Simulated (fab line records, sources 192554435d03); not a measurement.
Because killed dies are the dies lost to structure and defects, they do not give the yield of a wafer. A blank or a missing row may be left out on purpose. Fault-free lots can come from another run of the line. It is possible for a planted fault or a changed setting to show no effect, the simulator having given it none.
Chamber matching | flow n5-finfet | 3 sister chambers for N5_BEOL_M3_CO_CAP_55 on cvd-co-02
The step material Co, precursor CCTBA/H2, target thk 2 nm, time 102.1 s. 30 wafers are shown with their chamber, then 12 later ones without.

## EACH WAFER AND ITS CHAMBER
wafer  | chamber | heater-power-w (W)
L075.1 | 2       | 247
L075.3 | 1       | 255
L075.5 | 1       | 251
L078.1 | 1       | 253
L078.2 | 0       | 242
L078.3 | 2       | 253
L078.4 | 1       | 252
L078.5 | 2       | 253
L078.6 | 0       | 239
L080.1 | 1       | 257
L080.2 | 2       | 248
L080.3 | 0       | 245
L080.4 | 2       | 253
L080.5 | 1       | 255
L080.6 | 0       | 247
L084.1 | 2       | 251
L084.3 | 0       | 249
L084.6 | 1       | 250
L085.1 | 2       | 255
L085.2 | 0       | 244
L085.6 | 0       | 247
L086.4 | 0       | 242
L086.5 | 1       | 251
L086.6 | 2       | 258
L088.2 | 0       | 242
L088.3 | 2       | 250
L088.6 | 2       | 250
L092.1 | 1       | 255
L092.4 | 0       | 243
L092.5 | 1       | 245

SIGNATURES, as means of the wafers listed above
reading        | chamber 0 | chamber 1 | chamber 2 | scatter within a chamber
heater-power-w | 244.00    | 252.40    | 251.80    | 3.25
Rule: a wafer's distance from a chamber is the root of the sum, over the readings, of the square of ((its reading less the chamber's mean) divided by the reading's scatter). If the next closest chamber is less than 2 further off than the closest, the wafer can't be placed; otherwise it belongs to the closest. The scatter: take each reading less its chamber's mean, square it, sum over the shown wafers, divide by the number of wafers less the number of chambers, and take the root.

## WAFERS WITH NO CHAMBER GIVEN
wafer  | heater-power-w (W)
L089.3 | 248
L089.4 | 254
L089.6 | 255
L093.1 | 252
L093.4 | 250
L093.5 | 240
L096.4 | 252
L096.5 | 249
L096.6 | 256
L095.1 | 238
L095.3 | 257
L095.4 | 237

## THE CHAMBER EACH PASSED THROUGH
wafer  | from the rows above          | in truth
L089.3 | can't be placed: 2 or 0 or 1 | 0
L089.4 | can't be placed: 1 or 2      | 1
L089.6 | can't be placed: 1 or 2      | 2
L093.1 | can't be placed: 2 or 1      | 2
L093.4 | can't be placed: 2 or 1 or 0 | 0
L093.5 | 0                            | 0
L096.4 | can't be placed: 2 or 1      | 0
L096.5 | can't be placed: 2 or 1 or 0 | 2
L096.6 | can't be placed: 1 or 2      | 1
L095.1 | 0                            | 0
L095.3 | can't be placed: 1 or 2      | 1
L095.4 | 0                            | 0
Correct placement for 3 of the 12. Can't be placed from these rows: 9 (the true chamber is among the candidates in 8). Placed wrongly: 0.
